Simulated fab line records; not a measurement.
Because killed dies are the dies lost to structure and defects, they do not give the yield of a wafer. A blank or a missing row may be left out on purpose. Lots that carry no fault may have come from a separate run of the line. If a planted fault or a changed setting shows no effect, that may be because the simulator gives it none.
Problem report in the 8D (eight disciplines) form, filled by code | flow n5Finfet | the parts of the form that need people (team, actions taken, sign-off) are left out

## 1. WHAT IS WRONG
Wafers without a fault read 40.01 sccm, standard deviation 0.13; mfcCl2Sccm at N5_GATE_CUT_ETCH_56 reads a mean of 53.47 sccm on 6 wafers belonging to 2 lots. That is +99 or more standard deviations from the usual mean.
The step: etches TiN in Cl2/Ar, target depth 21.6 nm.
First observed at day 8 00:23: wafer L972.2, on rieMetal-03. At this step, 27 wafers from 9 lots have a number in the record. The rule behind "out" and "out of limits": a value lying over 4 standard deviations away from the usual mean. Any other wafer with a number is counted as sound.

## 2. WHAT THIS IS AND IS NOT
question                    | is                           | is not
which readings at this step | mfcCl2Sccm, throttleValvePct | drypumpMotorCurrentA, oesProductAu
which lots                  | L972, L977                   | L961, L964, L965, L967, L968, L969, L979
which wafers of those lots  | all that have a number       | -
read on which tools         | rieMetal-03                  | rieMetal-01, rieMetal-02
when                        | from day 8 00:23             | up to then (18 sound wafers); but 3 sound wafers of L979 came after

## 3. SUSPECTS, AND WHAT RULES EACH OUT
Counting: a tool stays on the suspect list if, at a process step up to the reading, it processed all lots that are out and no sound lot following the first of them.
- plasmaAsher-01 at N5_HKMG_FIN_STRIP_88 (strips in N2/H2, time 360 s): ruled out as a lasting fault. After its first lot that is out, L972 (day 7 21:25), sound lots L979 ran on it.
- cmp-03 at N5_HKMG_FIN_CMP_23 (polishes, stops on SiNx, t overpolish 10 s, target thk 46.326 nm): kept. It processed each lot that is out, first L972 at day 7 23:31, and no sound lot thereafter; up to then, the last sound lot it processed was L969 at day 7 04:49.
- rieMetal-03 at N5_GATE_CUT_ETCH_56 (etches TiN in Cl2/Ar, target depth 21.6 nm): kept. It processed each lot that is out, first L972 at day 8 00:23, and no sound lot thereafter; up to then, the last sound lot it processed was L968 at day 6 19:57. Out on those wafers are its own readings of mfcCl2Sccm, throttleValvePct.
The count leaves rieMetal-03 at N5_GATE_CUT_ETCH_56 and cmp-03 at N5_HKMG_FIN_CMP_23.

## 4. THE CAUSE (what the simulator had put in)
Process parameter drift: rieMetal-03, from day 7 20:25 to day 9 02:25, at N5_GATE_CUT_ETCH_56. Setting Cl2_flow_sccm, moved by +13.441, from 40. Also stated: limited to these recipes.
Of the 2 suspects that counting leaves, this tool is one.

## 5. THE EFFECT CHAIN, in route order
One row per reading whose mean, taken over the struck wafers that have a number, lies over 3 standard deviations from the usual. Only readings for which the record gives a usual standard deviation are gone through. hours: the time from each lot's start at the first step in this table that gives one to its start at this step, as a median over the lots. sigmas: the change in usual standard deviations.
hours | step                | reading          | usual      | on struck wafers | change | sigmas
0     | N5_GATE_CUT_ETCH_56 | mfcCl2Sccm       | 40.01 sccm | 53.47            | +13.46 | +99 or more
0     | N5_GATE_CUT_ETCH_56 | throttleValvePct | 20.97 %    | 22.59            | +1.62  | +6.3
The process steps in it:
- N5_GATE_CUT_ETCH_56: etches TiN in Cl2/Ar, target depth 21.6 nm.
Later measuring or inspecting steps at which every struck wafer that the step has a row for has a number for every such reading, and none has moved that far: N5_BEOL_M4_RC_MEAS_101.

## 6. HOW IT WOULD HAVE BEEN CAUGHT EARLIER
In this record no reading fell out of limits until day 8 00:23, 4 hours after the fault had begun at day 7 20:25.
